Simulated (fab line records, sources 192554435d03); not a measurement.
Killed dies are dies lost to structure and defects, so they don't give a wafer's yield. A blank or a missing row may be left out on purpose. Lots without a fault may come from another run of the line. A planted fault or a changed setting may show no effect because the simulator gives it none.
Chamber matching | flow n5_finfet | N5_BEOL_M4_ETCH_74 on rie_diel-05: 4 sister chambers
The step etches underlayer in N2/H2, target depth 6.5 nm, time 5.2 s. 14 wafers are shown with their chamber, then 7 later ones without.

WAFERS WITH THEIR CHAMBER
wafer  | chamber | throttle_valve_pct (%) | showerhead_plenum_p_Torr (Torr) | oes_product_au (a.u.)
L074.2 | 1       | 18.08                  | 2.60                            | 0.60
L074.3 | 2       | 17.20                  | 2.69                            | 0.82
L074.6 | 2       | 17.24                  | 2.69                            | 0.82
L076.2 | 2       | 17.20                  | 2.69                            | 0.81
L076.5 | 1       | 18.09                  | 2.60                            | 0.59
L076.6 | 0       | 17.75                  | 2.44                            | 0.63
L079.3 | 3       | 18.05                  | 2.60                            | 0.59
L079.4 | 0       | 17.78                  | 2.44                            | 0.63
L079.6 | 0       | 17.77                  | 2.44                            | 0.63
L080.3 | 3       | 18.05                  | 2.59                            | 0.59
L080.4 | 0       | 17.79                  | 2.43                            | 0.63
L080.5 | 3       | 18.06                  | 2.59                            | 0.59
L085.3 | 2       | 17.23                  | 2.68                            | 0.79
L085.4 | 0       | 17.78                  | 2.43                            | 0.62

SIGNATURES (means of the wafers above)
reading                  | chamber 0 | chamber 1 | chamber 2 | chamber 3 | scatter within a chamber
throttle_valve_pct       | 17.7740   | 18.0850   | 17.2175   | 18.0533   | 0.0152
showerhead_plenum_p_Torr | 2.4360    | 2.6000    | 2.6875    | 2.5933    | 0.00512
oes_product_au           | 0.6280    | 0.5950    | 0.8100    | 0.5900    | 0.00854
Rule: a wafer's distance from a chamber is the root of the sum, over the readings, of the square of ((its reading less the chamber's mean) divided by the reading's scatter). The wafer belongs to the nearest chamber; if the next one is less than 2 further off, it can't be placed. The scatter: the root of (the sum of the squares of (reading less its chamber's mean) over the shown wafers, divided by (wafers less chambers)).

WAFERS WITHOUT THEIR CHAMBER
wafer  | throttle_valve_pct (%) | showerhead_plenum_p_Torr (Torr) | oes_product_au (a.u.)
L085.5 | 17.69                  | 2.59                            | 0.81
L094.2 | 17.29                  | 2.67                            | 0.74
L094.3 | 17.74                  | 2.58                            | 0.75
L094.6 | 17.60                  | 2.58                            | 0.77
L096.1 | 17.89                  | 2.42                            | 0.59
L096.3 | 17.63                  | 2.58                            | 0.79
L096.5 | 17.78                  | 2.58                            | 0.74

WHICH CHAMBER EACH WENT THROUGH
wafer  | from the rows above          | in truth
L085.5 | can't be placed: 3 or 1 or 2 | 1
L094.2 | 2                            | 2
L094.3 | can't be placed: 3 or 1      | 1
L094.6 | can't be placed: 2 or 0      | 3
L096.1 | 0                            | 0
L096.3 | can't be placed: 2 or 0      | 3
L096.5 | can't be placed: 3 or 1      | 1
Placed correctly: 2 of 7. Can't be placed from these rows: 5 (the true chamber is among the candidates in 3). Placed wrongly: 0.
